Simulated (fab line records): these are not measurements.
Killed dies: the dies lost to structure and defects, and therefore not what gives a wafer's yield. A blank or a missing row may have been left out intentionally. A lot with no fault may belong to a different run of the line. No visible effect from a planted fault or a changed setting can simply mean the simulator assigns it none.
Chamber matching -- flow n5_finfet -- rie_diel-03 running N5_BEOL_M1_ETCH_77: 4 sister chambers
The step etches underlayer in N2/H2, target depth 6.5 nm, time 5.2 s. 4 wafers are shown with their chamber, then 7 later ones without.

## EACH WAFER AND ITS CHAMBER
wafer,chamber,throttle_valve_pct (%)
L082.3,3,17.49
L086.6,1,17.94
L091.1,0,18.33
L091.4,2,17.88

## WAFERS MISSING THEIR CHAMBER
wafer,throttle_valve_pct (%)
L091.5,18.31
L092.2,17.96
L092.3,17.90
L092.6,17.98
L097.2,17.94
L097.4,18.35
L097.5,18.01

## EACH ONE'S CHAMBER
wafer,from the rows above,in truth
L091.5,0,0
L092.2,can't be placed: 1 or 2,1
L092.3,can't be placed: 2 or 1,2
L092.6,can't be placed: 1 or 2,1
L097.2,can't be placed: 1 or 2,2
L097.4,0,0
L097.5,can't be placed: 1 or 2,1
Correctly placed: 2 of 7. Unplaceable from these rows: 5, with the true chamber sitting among the candidates in 5. 0 placed wrongly.
How it was worked out, from the rows above alone: a wafer's distance from a chamber is the root of the sum, over the readings, of the square of ((its reading less the chamber's mean) divided by the reading's scatter). The wafer belongs to the nearest chamber; if the next one is less than 2 further off, it can't be placed. A chamber's mean is the mean of its shown wafers. The scatter: with one shown wafer a chamber, the root of the mean of the squares of how far each hidden wafer lies from its nearest shown one.
